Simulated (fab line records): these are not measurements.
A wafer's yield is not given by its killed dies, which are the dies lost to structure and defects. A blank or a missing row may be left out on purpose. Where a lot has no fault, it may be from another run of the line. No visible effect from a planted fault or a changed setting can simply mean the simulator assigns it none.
fab line records	flow n5-finfet
record: lots: 5	wafers: 15	last-day: 17
route steps=1938 shown PMOS_HMC_CHANNEL_EPI@84 FIN_SAQP@90 STI_FIN_REVEAL@196 BEOL_M4@1111
lots that met no fault: taken from a fault-free run of the same line
start-h: the number of hours between the record's first day and the start of the first shown wafer of the lot	wait-h: hours since the lot's step before	" identical to the entry in the row above	L1.1+2: a single row standing in for several wafers	- value missing, or start not given	* or withheld: withheld	< > ~ a bound
route shown NAME@n: NAME is a module with steps in the file, n the number in the route of the first one	usual: mean and standard deviation over wafers with no fault	same: alike in all rows	chamber/n: place in a boat	sites: each site's reading	_std_site: standard deviation across them	_edge_site: outer sites' mean less inner sites'	radius-mm: for every site, how far away it sits from the centre of the wafer	mask NAME#n: copy n	behind: the tool/chamber that last shaped the wafer	hold: what put the lot on hold/how long, in hours/how the hold closed	device: whichever transistor did not switch (one of n, p or np)	end of line: tests of these same wafers at the route's end	where a step has no rows: the recipe by itself	killed: the dies lost at the first sort to structure and to defects; this is not the yield of the wafer	map: a wafer's dies, marking killed ones x, the rest . and places with no die _
set.NAME: the run value of the setting; set.NAME@STEP: its run value at that earlier step	model.NAME: the simulator's own value behind a step, which no gauge read
lots at selected steps of the route; one table per step, one row per wafer
services: when a tool's chamber went out of use (start-h, in hours from the record's first day, below 0 if earlier), for how many hours, and the reason
== steps ==
step: N5_PMOS_HMC_CHANNEL_EPI_PRECLEAN_37
recipe: chemistry: O3/DIW	time-s: 45	temp-c: 22	o3-ppm: 10
step: N5_PMOS_HMC_CHANNEL_EPI_PRECLEAN_24
recipe: chemistry: DHF	time-s: 30	temp-c: 25	dilution: withheld
step: N5_PMOS_HMC_CHANNEL_EPI_SRD_25
recipe: dry: ipa-marangoni	do-ppb: 5	time-s: 30	temp-c: 23	rinse-liquid: diw
step: N5_PMOS_HMC_CHANNEL_EPI_EPI_26
recipe: material: Si	target-thk-a: 38	temp-c: 650	precursor: SiH4/H2	pressure-torr: 20	time-s: 22.7
usual: throttle-valve-pct: 11.01/0.26
lot.wafer	tool	chamber	start-h	wait-h	throttle-valve-pct
L299.3	epi-rpcvd-03	0	31.77	0.1	10.90
L299.4	"	0	"	"	11.00
L299.6	"	0	"	"	10.88
L300.1	epi-rpcvd-02	0	38.15	0.0	11.67
L300.3	"	0	"	"	11.21
L300.5	"	0	"	"	11.06
L309.2	epi-rpcvd-01	0	91.75	0.1	10.97
L309.5	"	0	"	"	10.92
L309.6	"	0	"	"	11.03
L315.2	epi-rpcvd-01	0	128.22	0.1	10.84
L315.3	"	0	"	"	10.82
L315.4	"	0	"	"	10.82
L316.1	epi-rpcvd-02	0	134.40	0.0	11.38
L316.3	"	0	"	"	11.28
L316.5	"	0	"	"	11.25
step: N5_PMOS_HMC_CHANNEL_EPI_INSPECT_30
recipe: inspect-instrument: darkfield	mode: post-epi
usual: raw-defect-count: 18/6.1
lot.wafer	tool	chamber	start-h	wait-h	raw-defect-count
L299.3	defect-inspect-01	-	32.05	0.0	7
L299.4	"	-	"	"	21
L299.6	"	-	"	"	28
L300.1	defect-inspect-01	-	38.52	0.0	16
L300.3	"	-	"	"	8
L300.5	"	-	"	"	11
L309.2	defect-inspect-02	-	92.07	0.0	13
L309.5	"	-	"	"	14
L309.6	"	-	"	"	31
L315.2	defect-inspect-01	-	128.54	0.0	15
L315.3	"	-	"	"	11
L315.4	"	-	"	"	17
L316.1	defect-inspect-02	-	134.77	0.0	16
L316.3	"	-	"	"	21
L316.5	"	-	"	"	18
step: N5_FIN_SAQP_PRECLEAN_42
recipe: chemistry: O3/DIW	time-s: 60	temp-c: 22	o3-ppm: 10
step: N5_FIN_SAQP_PRECLEAN_00
recipe: chemistry: SC1	time-s: 60	temp-c: 55	mix: 1:2:50
step: N5_FIN_SAQP_PRECLEAN_44
recipe: chemistry: SC2	time-s: 45	temp-c: 35	mix: 1:1:50
step: N5_FIN_SAQP_SRD_01
recipe: dry: ipa-marangoni	time-s: 30	temp-c: 23	rinse-liquid: diw
step: N5_FIN_SAQP_ALD_61
recipe: material: SiO2	target-thk-a: 40	temp-c: 300	ald-precursor-family: BDEAS	ald-co-reactant: O2-plasma	pulse-time-s: 1	purge-time-s: 2	co-reactant-purge-time-s: 2	ald-cycles: 43	pressure-torr: 2
step: N5_FIN_SAQP_DENSIFY_62
recipe: temp-c: 700	time-s: 60	ambient: N2	idle-temp-c: 600	ramp-up-c-per-s: 150	ramp-down-c-per-s: 60	cool-to-c: 600
usual: lamp-power-pct: 9.85/0.054	wafer_temp_C_max: 703.4/0.61
lot.wafer	tool	chamber	start-h	wait-h	lamp-power-pct	wafer_temp_C_max
L299.3	rtp-anneal-01	0	32.82	0.2	9.81	705.3
L299.4	"	0	"	"	9.88	702.6
L299.6	"	0	"	"	9.86	703.2
L300.1	rtp-anneal-01	0	38.95	0.1	9.80	703.1
L300.3	"	0	"	"	9.84	703.8
L300.5	"	0	"	"	9.87	703.0
L309.2	rtp-anneal-01	0	92.49	0.2	9.89	704.5
L309.5	"	0	"	"	9.85	703.2
L309.6	"	0	"	"	9.85	703.0
L315.2	rtp-anneal-02	0	128.89	0.1	9.85	703.3
L315.3	"	0	"	"	9.89	702.6
L315.4	"	0	"	"	9.85	703.2
L316.1	rtp-anneal-02	0	135.44	0.1	9.79	704.7
L316.3	"	0	"	"	9.88	703.0
L316.5	"	0	"	"	9.74	703.7
step: N5_FIN_SAQP_HM_DEP_03
recipe: material: SiNx	target-thk-a: 380	temp-c: 400	precursor: SiH4/NH3/N2	pressure-torr: 1.5	rf-w: 300	time-s: 33.6
usual: heater-power-w: 780/110	showerhead-plenum-p-Torr: 5.15/0.072	throttle-valve-pct: 40.9/1.6
lot.wafer	tool	chamber	start-h	wait-h	heater-power-w	showerhead-plenum-p-Torr	throttle-valve-pct	model.SiNx_of_FIN_SAQP_HM_DEP_03.thk-nm
L299.3	pecvd-01	1	32.98	0.1	692	5.12	43.9	37.18
L299.4	"	0	"	"	807	5.23	41.5	38.37
L299.6	"	2	"	"	928	5.31	40.7	38.13
L300.1	pecvd-01	0	39.16	0.2	946	5.22	41.4	38
L300.3	"	1	"	"	703	5.15	43.9	38.22
L300.5	"	1	"	"	698	5.13	43.8	37.98
L309.2	pecvd-01	2	92.67	0.2	923	5.30	41.1	37.32
L309.5	"	2	"	"	919	5.29	40.8	21.57
L309.6	"	1	"	"	609	5.15	43.9	37.94
L315.2	pecvd-03	1	129.08	0.2	766	5.09	41.1	37.67
L315.3	"	0	"	"	778	5.20	41.2	38.06
L315.4	"	1	"	"	757	5.10	41.1	38.4
L316.1	pecvd-03	2	135.66	0.2	746	5.11	39.4	37.28
L316.3	"	1	"	"	836	5.07	41.0	37.49
L316.5	"	0	"	"	801	5.21	41.2	38.46
step: N5_FIN_SAQP_THK_MEAS_05
usual: thk-nm: 37.9/0.55
lot.wafer	tool	chamber	start-h	wait-h	thk-nm
L299.3	film-metro-01	-	33.08	0.1	37.2
L299.4	"	-	"	"	38.4
L299.6	"	-	"	"	38.2
L300.1	film-metro-01	-	39.28	0.1	38.0
L300.3	"	-	"	"	38.3
L300.5	"	-	"	"	38.0
L309.2	film-metro-02	-	92.76	0.1	37.4
L309.5	"	-	"	"	21.6
L309.6	"	-	"	"	37.9
L315.2	film-metro-01	-	129.17	0.1	37.7
L315.3	"	-	"	"	38.0
L315.4	"	-	"	"	38.5
L316.1	film-metro-01	-	135.75	0.1	37.2
L316.3	"	-	"	"	37.5
L316.5	"	-	"	"	38.5
step: N5_FIN_SAQP_PECVD_47
recipe: material: a-Si	target-thk-a: 450	temp-c: 400	precursor: SiH4/He	pressure-torr: 3	rf-w: 100	time-s: 36.3
usual: heater-power-w: 856/120	showerhead-plenum-p-Torr: 5.67/0.056	throttle-valve-pct: 18.5/0.76
lot.wafer	tool	chamber	start-h	wait-h	heater-power-w	showerhead-plenum-p-Torr	throttle-valve-pct
L299.3	pecvd-04	1	33.13	0.1	642	5.61	18.4
L299.4	"	0	"	"	954	5.65	17.6
L299.6	"	0	"	"	965	5.67	17.6
L300.1	pecvd-04	1	39.32	0.0	695	5.60	18.4
L300.3	"	1	"	"	710	5.60	18.3
L300.5	"	0	"	"	972	5.66	17.6
L309.2	pecvd-04	0	92.80	0.0	925	5.67	17.8
L309.5	"	0	"	"	929	5.65	17.6
L309.6	"	1	"	"	696	5.61	18.4
L315.2	pecvd-01	1	129.20	0.0	706	5.67	19.8
L315.3	"	2	"	"	962	5.79	18.8
L315.4	"	2	"	"	966	5.77	18.9
L316.1	pecvd-04	1	135.79	0.0	715	5.62	18.4
L316.3	"	2	"	"	694	5.59	17.4
L316.5	"	0	"	"	903	5.66	17.9
step: N5_FIN_SAQP_PECVD_48
recipe: material: SiNx	target-thk-a: 250	temp-c: 400	precursor: SiH4/NH3/N2	pressure-torr: 1.5	rf-w: 300	time-s: 22.1
step: N5_FIN_SAQP_PECVD_06
recipe: material: a-Si	target-thk-a: 600	temp-c: 400	precursor: SiH4/He	pressure-torr: 3	rf-w: 100	time-s: 48.1
step: N5_FIN_SAQP_THK_MEAS_07
usual: thk-nm: 60.1/0.71
lot.wafer	tool	chamber	start-h	wait-h	thk-nm
L299.3	film-metro-01	-	33.35	0.1	60.7
L299.4	"	-	"	"	60.4
L299.6	"	-	"	"	60.5
L300.1	film-metro-02	-	39.55	0.1	59.0
L300.3	"	-	"	"	60.1
L300.5	"	-	"	"	60.4
L309.2	film-metro-02	-	92.97	0.1	59.0
L309.5	"	-	"	"	59.8
L309.6	"	-	"	"	59.5
L315.2	film-metro-01	-	129.37	0.1	59.0
L315.3	"	-	"	"	59.9
L315.4	"	-	"	"	60.9
L316.1	film-metro-01	-	135.96	0.1	59.6
L316.3	"	-	"	"	60.0
L316.5	"	-	"	"	60.7
step: N5_FIN_SAQP_HM_DEP_72
recipe: material: SiO2	target-thk-a: 120	temp-c: 400	precursor: SiH4/N2O	pressure-torr: 0.75	rf-w: 275	time-s: 7.2
step: N5_FIN_SAQP_COAT_49
recipe: resist: SOC	temp-c: 250	time-s: 60	spin-rpm: 1500	resist-thk-nm: 100
step: N5_FIN_SAQP_COAT_50
recipe: resist: SiARC	temp-c: 220	time-s: 60	spin-rpm: 1500	resist-thk-nm: 35
step: N5_FIN_SAQP_COAT_10
recipe: resist: CAR-ArF	spin-rpm: 1500	resist-thk-nm: 90
step: N5_FIN_SAQP_EBR_12
recipe: solvent: PGMEA	ebr-width-mm: 1.5
step: N5_FIN_SAQP_SOFTBAKE_11
recipe: temp-c: 110	time-s: 60	resist: CAR-ArF
step: N5_FIN_SAQP_EXPOSE_13
recipe: mask-id: FIN_CORE	na: 1.35	source-shape: dipole	sigma-inner: 0.538	sigma-outer: 0.738	polarization: te	target-cd-nm: 35.6	dose-mj: 63.25
step: N5_FIN_SAQP_PEB_14
recipe: peb-temp-c: withheld	peb-time-s: 60	resist: CAR-ArF
step: N5_FIN_SAQP_DEVELOP_15
recipe: develop-time-s: 30	developer: TMAH	resist: CAR-ArF	dev-temp-c: 23	rinse-liquid: diw	dry: air-spin
step: N5_FIN_SAQP_CD_MEAS_16
recipe: target-cd-nm: 35.6	landing-energy-ev: 500	detector: se-inlens
usual: cd-nm: 35.6/0.31
lot.wafer	tool	chamber	start-h	wait-h	cd-nm
L299.3	cd-sem-01	0	33.72	-	35.1
L299.4	"	0	"	"	35.9
L299.6	"	0	"	"	35.6
L300.1	cd-sem-01	0	39.91	-	35.0
L300.3	"	0	"	"	35.8
L300.5	"	0	"	"	35.3
L309.2	cd-sem-03	0	93.45	-	35.3
L309.5	"	0	"	"	35.1
L309.6	"	0	"	"	35.3
L315.2	cd-sem-02	0	129.86	-	35.6
L315.3	"	0	"	"	35.3
L315.4	"	0	"	"	34.7
L316.1	cd-sem-03	0	136.44	-	35.6
L316.3	"	0	"	"	35.2
L316.5	"	0	"	"	35.5
step: N5_FIN_SAQP_OVL_MEAS_17
recipe: points-per-wafer: 44
usual: FIN_CORE_OVL: -0.4/0.91
same: points-per-wafer: 44
lot.wafer	tool	chamber	start-h	wait-h	FIN_CORE_OVL[nm]
L299.3	overlay-02	0	33.75	0.0	0.8
L299.4	"	0	"	"	0.0
L299.6	"	0	"	"	-0.9
L300.1	overlay-02	0	39.95	0.0	0.0
L300.3	"	0	"	"	0.4
L300.5	"	0	"	"	0.7
L309.2	overlay-02	0	93.49	0.0	-0.4
L309.5	"	0	"	"	0.3
L309.6	"	0	"	"	-0.5
L315.2	overlay-01	0	129.91	0.0	0.2
L315.3	"	0	"	"	0.5
L315.4	"	0	"	"	0.2
L316.1	overlay-02	0	136.48	0.0	0.0
L316.3	"	0	"	"	1.3
L316.5	"	0	"	"	0.5
step: N5_FIN_SAQP_INSPECT_18
recipe: mode: adi	inspect-instrument: brightfield
usual: raw-defect-count: 430/110
lot.wafer	tool	chamber	start-h	wait-h	raw-defect-count
L299.3	defect-inspect-01	-	33.78	0.0	330
L299.4	"	-	"	"	349
L299.6	"	-	"	"	570
L300.1	defect-inspect-02	-	39.98	0.0	365
L300.3	"	-	"	"	474
L300.5	"	-	"	"	485
L309.2	defect-inspect-02	-	93.52	0.0	268
L309.5	"	-	"	"	276
L309.6	"	-	"	"	295
L315.2	defect-inspect-02	-	129.93	0.0	552
L315.3	"	-	"	"	417
L315.4	"	-	"	"	504
L316.1	defect-inspect-02	-	136.51	0.0	482
L316.3	"	-	"	"	611
L316.5	"	-	"	"	738
step: N5_FIN_SAQP_DESCUM_21
recipe: chemistry: O2	time-s: 7.9	source-power-w: 50	bias-power-w: 20	pressure-mtorr: 20	rf-frequency-hz: 2.712e+07	temp-c: 40	resist: CAR-ArF	o2-flow-sccm: 225
usual: drypump-motor-current-A: 5.9/0.5	oes-product-au: 0.79/0.081	rf-vpp-V: 243.8/1.4	showerhead-plenum-p-Torr: 2.14/0.077	throttle-valve-pct: 20.43/0.18
lot.wafer	tool	chamber	start-h	wait-h	drypump-motor-current-A	oes-product-au	rf-hours-counter-h	rf-vpp-V	showerhead-plenum-p-Torr	throttle-valve-pct
L299.3	rie-diel-02	2	35.15	1.4	6.1	0.73	197	241.8	1.99	20.67
L299.4	"	3	"	"	5.8	0.89	44	244.5	2.21	20.47
L299.6	"	0	"	"	6.2	0.77	-	244.6	2.18	20.33
L300.1	rie-diel-05	0	40.39	0.4	5.6	0.80	73	244.7	2.20	20.44
L300.3	"	3	"	"	6.4	0.76	135	243.6	2.18	20.53
L300.5	"	2	"	"	5.9	0.74	-	242.7	2.18	20.20
L309.2	rie-diel-05	3	93.55	0.0	6.4	0.74	159	244.0	2.18	20.56
L309.5	"	0	"	"	5.7	0.76	-	244.5	2.20	20.47
L309.6	"	1	"	"	4.9	0.94	-	243.0	2.06	20.25
L315.2	rie-diel-05	1	130.12	0.2	4.9	0.91	31	241.4	2.06	20.27
L315.3	"	3	"	"	6.4	0.73	172	245.1	2.17	20.57
L315.4	"	2	"	"	5.9	0.71	210	245.6	2.17	20.25
L316.1	rie-diel-03	2	136.54	0.0	5.8	0.93	12	246.2	2.23	20.55
L316.3	"	3	"	"	6.1	0.78	137	244.5	2.10	20.47
L316.5	"	1	"	"	6.7	0.75	-	242.9	2.17	20.07
step: N5_FIN_SAQP_ETCH_51
recipe: chemistry: CF4	target: SiARC	target-depth-a: 455	mask-material: CAR-ArF	time-s: 75.8	ion-energy-ev: 80	pressure-mtorr: 40	source-w: 545	bias-w: 36	Ar_flow_sccm: 100	cf4-flow-sccm: 100	ends: cleared
step: N5_FIN_SAQP_ETCH_52
recipe: chemistry: N2/H2	target: SOC	target-depth-a: 1000	overetch-a: 200	mask-material: SiARC	temp-c: 40	time-s: 150	ion-energy-ev: 200	pressure-mtorr: 30	source-w: 840	bias-w: 150	n2-flow-sccm: 200	h2-flow-sccm: 200	ends: end-point
step: N5_FIN_SAQP_STRIP_53
recipe: chemistry: N2/H2	temp-c: 40	n2-flow-sccm: 200	h2-flow-sccm: 200	rf-frequency-hz: 6e+07
step: N5_FIN_SAQP_HM_OPEN_73
recipe: chemistry: CHF3/O2	target: SiO2	stop-on: a-Si	target-depth-a: 120	over-etch-frac: 1.8	mask-material: SOC	time-s: 16.8	pressure-mtorr: 30	source-w: 650	bias-w: 170	Ar_flow_sccm: 200	CHF3_flow_sccm: 50	O2_flow_sccm: 5	ion-energy-ev: 200	ends: end-point
step: N5_FIN_SAQP_STRIP_74
recipe: chemistry: CHF3/O2	resist: SiARC	rf-frequency-hz: 6e+07
step: N5_FIN_SAQP_MANDREL_ETCH_22
recipe: target-depth-a: 600	chemistry: HBr/Cl2	target: a-Si	stop-on: SiNx	bt-time-s: 10	over-etch-frac: 0.5	time-s: 30	pressure-mtorr: 10	icp-w: 800	bias-w: 75	HBr_flow_sccm: 150	Cl2_flow_sccm: 80	ends: end-point
step: N5_FIN_SAQP_STRIP_55
recipe: chemistry: N2/H2	power-w: 500	temp-c: 40	pressure-mtorr: 50	rf-frequency-hz: 6e+07	overash-fraction: 0.3	bias-power-w: 28	h2-frac: 0.5	n2-flow-sccm: 300	h2-flow-sccm: 300
step: N5_FIN_SAQP_STRIP_23
recipe: chemistry: SPM	time-s: 750	temp-c: 130	h2so4-h2o2-vol-ratio: 4
step: N5_FIN_SAQP_SRD_66
recipe: dry: ipa-marangoni	time-s: 30	temp-c: 23	rinse-liquid: diw
step: N5_FIN_SAQP_RECESS_75
recipe: chemistry: HF/NH3	target: SiO2	target-depth-a: 144	afs-cycles: 3	temp-c: 30	sublimation-temp-c: 180	sublimation-time-s: 60
step: N5_FIN_SAQP_SPACER1_ALD_24
recipe: material: SiO2	target-thk-a: 203	temp-c: 300	ald-precursor-family: BDEAS	ald-co-reactant: O2-plasma	pulse-time-s: 1	purge-time-s: 2	co-reactant-purge-time-s: 2	ald-cycles: 218	pressure-torr: 2
usual: heater-power-w: 458/51	precursor-pulse-height-rel: 0.999/0.019
lot.wafer	tool	chamber	start-h	wait-h	heater-power-w	precursor-pulse-height-rel
L299.3	ald-sin-04	1	36.53	0.1	435	1.010
L299.4	"	3	"	"	430	0.978
L299.6	"	2	"	"	492	0.997
L300.1	ald-sin-03	3	41.57	0.3	514	1.008
L300.3	"	2	"	"	388	0.977
L300.5	"	3	"	"	513	0.997
L309.2	ald-sin-03	2	96.25	1.9	402	1.010
L309.5	"	1	"	"	490	1.002
L309.6	"	2	"	"	402	0.983
L315.2	ald-sin-04	1	131.37	0.3	413	0.997
L315.3	"	0	"	"	363	0.973
L315.4	"	3	"	"	447	0.987
L316.1	ald-sin-04	0	137.63	0.3	365	1.012
L316.3	"	3	"	"	448	1.007
L316.5	"	3	"	"	439	0.997
step: N5_FIN_SAQP_HM_OPEN_33
recipe: chemistry: CH3F/O2	target: SiNx	mask-material: SiO2	target-depth-a: 494	time-s: 70.6	pressure-mtorr: 30	source-w: 395	bias-w: 73	Ar_flow_sccm: 150	CH3F_flow_sccm: 30	O2_flow_sccm: 20	ion-energy-ev: 120	ends: cleared
usual: drypump-motor-current-A: 5.9/0.48	etch-rf-on-time-s: 69.0/1.3	oes-product-au: 0.67/0.068	rf-vpp-V: 299/3.5	showerhead-plenum-p-Torr: 2.03/0.078	throttle-valve-pct: 16.37/0.21
lot.wafer	tool	chamber	start-h	wait-h	drypump-motor-current-A	etch-rf-on-time-s	oes-product-au	rf-hours-counter-h	rf-vpp-V	showerhead-plenum-p-Torr	throttle-valve-pct	model.etch.depth-nm
L299.3	rie-diel-02	2	39.85	0.1	6.1	67.7	0.62	200	298	1.91	16.65	36.5
L299.4	"	3	"	"	5.8	69.2	0.77	47	302	2.12	16.37	37.73
L299.6	"	3	"	"	5.8	69.2	0.76	-	302	2.12	16.38	37.5
L300.1	rie-diel-05	2	44.76	0.1	5.9	69.8	0.63	177	300	2.07	16.10	37.32
L300.3	"	0	"	"	5.7	69.1	0.69	76	300	2.11	16.35	37.59
L300.5	"	3	"	"	6.4	68.7	0.66	-	299	2.09	16.45	37.35
L309.2	rie-diel-03	0	98.92	0.2	6.4	68.8	0.60	237	303	2.05	16.41	36.69
L309.5	"	0	"	"	6.4	39.4	0.60	-	303	2.05	16.43	20.95
L309.6	"	3	"	"	6.1	69.1	0.68	-	294	2.01	16.35	37.25
L315.2	rie-diel-02	2	133.89	0.0	6.0	67.6	0.61	235	297	1.89	16.71	36.98
L315.3	"	0	"	"	6.2	69.1	0.63	167	305	2.09	16.37	37.38
L315.4	"	1	"	"	5.0	69.0	0.78	22	296	1.96	16.14	37.76
L316.1	rie-diel-03	1	140.87	0.0	6.7	69.4	0.64	159	300	2.08	16.04	36.64
L316.3	"	2	"	"	5.8	67.6	0.78	13	298	2.13	16.39	36.81
L316.5	"	2	"	"	5.8	69.7	0.79	-	297	2.13	16.38	37.84
step: N5_FIN_SAQP_ETCH_34
recipe: chemistry: C4F6/O2	target: SiO2	target-depth-a: 450	time-s: 15	ion-energy-ev: 250	pressure-mtorr: 30	source-w: 345	bias-w: 185	Ar_flow_sccm: 300	C4F6_flow_sccm: 10	O2_flow_sccm: 10	ends: cleared
usual: drypump-motor-current-A: 5.9/0.48	etch-rf-on-time-s: 14.97/0.2	oes-product-au: 0.67/0.068	rf-vpp-V: 669/8.1	showerhead-plenum-p-Torr: 2.89/0.11	throttle-valve-pct: 21.10/0.22
lot.wafer	tool	chamber	start-h	wait-h	drypump-motor-current-A	etch-rf-on-time-s	oes-product-au	rf-hours-counter-h	rf-vpp-V	showerhead-plenum-p-Torr	throttle-valve-pct	model.FIN_SAQP.cd-nm
L299.3	rie-diel-02	2	39.92	0.0	6.0	14.59	0.63	200	665	2.72	21.40	8
L299.4	"	3	"	"	5.8	14.57	0.77	47	679	3.01	21.20	8
L299.6	"	3	"	"	5.8	14.45	0.77	-	676	3.01	21.20	8
L300.1	rie-diel-05	2	44.83	0.0	6.0	14.93	0.63	177	672	2.94	20.74	8
L300.3	"	0	"	"	5.7	14.71	0.69	76	672	2.99	21.14	8.2
L300.5	"	3	"	"	6.4	14.89	0.66	-	672	2.97	21.17	8
L309.2	rie-diel-03	0	98.99	0.0	6.4	15.26	0.60	237	676	2.92	21.05	8
L309.5	"	0	"	"	6.4	15.31	0.60	-	678	2.92	21.05	8.4
L309.6	"	3	"	"	6.1	14.89	0.67	-	658	2.85	21.07	8.2
L315.2	rie-diel-02	2	133.96	0.0	6.1	14.86	0.61	235	663	2.70	21.43	8
L315.3	"	0	"	"	6.2	15.11	0.63	167	681	2.97	21.12	8
L315.4	"	1	"	"	5.0	15.07	0.78	22	662	2.78	20.90	8
L316.1	rie-diel-03	1	140.93	0.0	6.7	15.24	0.64	159	671	2.95	20.70	8
L316.3	"	2	"	"	5.8	14.90	0.79	13	666	3.02	21.18	8
L316.5	"	2	"	"	5.8	14.94	0.78	-	668	3.02	21.17	8
step: N5_FIN_SAQP_FIN_ETCH_36
recipe: chemistry: HBr/Cl2/O2	target-depth-a: 1200	mask-material: SiNx	time-s: 50.4	bias-w: 102	pressure-mtorr: 10	icp-w: 800	HBr_flow_sccm: 150	Cl2_flow_sccm: 80	O2_flow_sccm: 12
usual: drypump-motor-current-A: 5.8/0.49	mfc-cl2-sccm: 80.01/0.23	oes-product-au: 1.009/0.019	throttle-valve-pct: 36.0/0.32
lot.wafer	tool	chamber	start-h	wait-h	drypump-motor-current-A	mfc-cl2-sccm	oes-product-au	rf-hours-counter-h	throttle-valve-pct	model.FIN_SAQP.cd-nm
L299.3	rie-si-06	2	40.13	0.0	6.1	80.30	1.036	43	36.0	8
L299.4	"	1	"	"	5.4	80.03	1.005	103	35.6	8
L299.6	"	1	"	"	5.4	79.93	0.993	-	35.6	8.2
L300.1	rie-si-06	1	45.04	0.0	5.4	79.63	0.980	104	35.7	8.2
L300.3	"	0	"	"	5.1	80.34	1.001	65	36.2	8
L300.5	"	0	"	"	5.1	80.11	1.004	-	36.2	7.8
L309.2	rie-si-05	1	99.20	0.0	6.0	79.81	1.039	99	36.6	8
L309.5	"	1	"	"	6.0	80.00	1.026	-	36.6	8.4
L309.6	"	3	"	"	6.1	80.14	0.999	-	35.7	8.2
L315.2	rie-si-06	0	134.17	0.0	5.1	79.74	1.017	67	36.1	8.2
L315.3	"	3	"	"	5.6	79.75	1.016	159	35.8	8
L315.4	"	1	"	"	5.4	80.13	0.992	105	35.7	8
L316.1	rie-si-06	2	141.15	0.0	6.1	79.84	1.016	45	36.0	8
L316.3	"	0	"	"	5.1	79.77	1.010	67	36.1	8
L316.5	"	3	"	"	5.6	79.96	1.011	-	35.9	8
step: N5_STI_FIN_REVEAL_RECESS_09
recipe: chemistry: HF/NH3	target: SiO2	afs-cycles: 11	target-depth-a: 425	temp-c: 30	sublimation-temp-c: 180	sublimation-time-s: 60
usual: drypump-motor-current-A: 5.5/0.52
lot.wafer	tool	chamber	start-h	wait-h	drypump-motor-current-A	model.SiNx_of_FIN_SAQP_HM_DEP_03.thk-nm
L299.3	vapor-etch-01	1	49.03	0.6	5.5	17
L299.4	"	0	"	"	5.1	18.4
L299.6	"	1	"	"	5.5	18.2
L300.1	vapor-etch-01	1	53.42	0.0	5.5	18.2
L300.3	"	1	"	"	5.5	18.4
L300.5	"	1	"	"	5.5	18.2
L309.2	vapor-etch-02	1	107.44	0.0	6.3	17.4
L309.5	"	1	108.50	1.1	6.3	1.8
L309.6	"	0	"	"	5.1	18
L315.2	vapor-etch-02	1	141.93	0.0	6.3	17.6
L315.3	"	1	"	"	6.4	18
L315.4	"	0	"	"	5.1	18.6
L316.1	vapor-etch-02	0	149.16	0.0	5.1	17.4
L316.3	"	0	"	"	5.1	17.6
L316.5	"	0	"	"	5.0	18.8
step: N5_BEOL_M4_RC_MEAS_101
usual: DIBL_N: 36.4/1.4	DIBL_P: 36.4/1.5	IOFF_N: 0.156/0.022	IOFF_P: 0.210/0.023	ION_N: 675/9.1	ION_P: 463/5.7	SS_N: 71.6/0.45	SS_P: 73.3/0.56	VT_N: 250/3.1	VT_P: -250.3/2.3
lot.wafer	tool	chamber	start-h	wait-h	DIBL_N[mV/V]	DIBL_P[mV/V]	IOFF_N[nA/um]	IOFF_P[nA/um]	ION_N[uA/um]	ION_P[uA/um]	SS_N[mV/dec]	SS_P[mV/dec]	VT_N[mV]	VT_P[mV]
L300.1	prober-01	0	204.19	0.0	37.2	37.6	0.194	0.225	688	466	72.1	74.0	247	-251.5
L300.3	"	0	"	"	36.7	36.4	0.174	0.203	679	461	70.8	74.3	250	-254.5
L300.5	"	0	"	"	35.7	34.7	0.153	0.184	674	454	71.7	73.2	248	-252.9
L299.3	prober-02	0	222.31	0.3	34.3	35.7	0.142	0.197	676	461	71.1	73.2	250	-248.7
L299.4	"	0	"	"	35.4	36.7	0.159	0.208	681	459	71.0	72.6	248	-250.5
L299.6	"	0	"	"	35.1	36.3	0.151	0.209	669	460	70.4	73.2	248	-247.9
L309.2	prober-01	0	257.46	0.2	34.8	34.8	0.123	0.179	656	450	71.4	73.2	256	-254.4
L309.5	"	0	"	"	37.9	38.7	0.177	0.239	674	471	71.9	74.6	250	-249.7
L309.6	"	0	"	"	37.7	37.9	0.170	0.232	671	461	72.1	73.5	252	-250.2
L315.2	prober-02	0	306.25	0.2	38.1	36.5	0.167	0.231	679	466	71.3	73.3	251	-248.7
L315.3	"	0	"	"	36.9	35.3	0.149	0.216	675	465	71.3	72.9	251	-249.1
L315.4	"	0	"	"	36.9	35.2	0.148	0.219	671	469	71.4	72.7	254	-251.0
L316.1	prober-02	0	310.96	0.0	34.6	35.7	0.124	0.189	660	465	71.1	72.1	249	-249.2
L316.3	"	0	"	"	34.8	36.3	0.135	0.187	667	463	71.1	72.6	253	-251.5
L316.5	"	0	"	"	34.5	35.2	0.127	0.180	671	460	71.5	72.2	252	-251.7
== services ==
tool	chamber	start-h	hours	kind
pecvd-01	-	16.94	6.0	pm
pecvd-03	-	20.03	5.5	pm
rie-si-05	3	22.38	6.4	repair
rie-diel-03	0	22.63	6.3	repair
pecvd-04	-	26.44	1.1	repair
rie-diel-05	1	29.22	-	clean
rie-diel-05	1	29.22	-	consumable-replace:focus-ring
rie-diel-05	1	29.22	22.6	scheduled-down
rie-diel-05	1	29.22	22.6	vent-cycle
rie-diel-03	-	31.94	14.6	pm
pecvd-01	2	36.73	17.1	repair
rtp-anneal-02	-	37.27	3.0	pm
rie-diel-03	1	48.64	15.8	repair
rie-diel-02	1	49.54	-	clean
rie-si-05	-	64.55	15.6	pm
epi-rpcvd-03	-	64.56	0.8	repair
rie-si-06	-	83.31	4.3	pm
ald-sin-04	-	87.09	14.0	pm
pecvd-03	-	98.90	2.8	pm
rie-diel-03	-	99.11	2.8	pm
epi-rpcvd-03	-	117.13	2.7	repair
rie-diel-02	3	127.94	2.0	repair
epi-rpcvd-01	-	140.81	6.0	pm
vapor-etch-01	-	141.96	0.2	repair
== key ==
first-sign: step: N5_FIN_SAQP_THK_MEAS_05	reading: thk-nm	direction: down	sigmas: 29	usual: *	struck: *
effect: step: N5_FIN_SAQP_HM_OPEN_33	reading: etch-rf-on-time-s	direction: down	sigmas: 23	usual: *	struck: *
model-effect: step: N5_FIN_SAQP_HM_DEP_03	value: SiNx_of_FIN_SAQP_HM_DEP_03.thk-nm	without: 38.75	struck: 21.57
model-effect: step: N5_FIN_SAQP_HM_OPEN_33	value: etch.depth-nm	without: 38.13	struck: 20.95
model-effect: step: N5_FIN_SAQP_ETCH_34	value: FIN_SAQP.cd-nm	without: 8	struck: 8.4
model-effect: step: N5_FIN_SAQP_FIN_ETCH_36	value: FIN_SAQP.cd-nm	without: 8	struck: 8.4
model-effect: step: N5_STI_FIN_REVEAL_RECESS_09	value: SiNx_of_FIN_SAQP_HM_DEP_03.thk-nm	without: 19	struck: 1.8
met-at N5_FIN_SAQP_HM_DEP_03
struck-wafers L309.5
sort-left-out L309.5
onset-between 39.16 92.67
fault: kind: process-parameter-drift	tool: pecvd-01	chamber: -	onset-h: 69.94	steps: N5_FIN_SAQP_HM_DEP_03	channel: time-s	offset: *	shape: step	end-h: 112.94	scope: struck-wafers-only	acts-in: *	stated: *
sort-left-out: the simulated sort isn't trusted on such a fault, so these wafers' sort isn't shown, and their yield isn't known
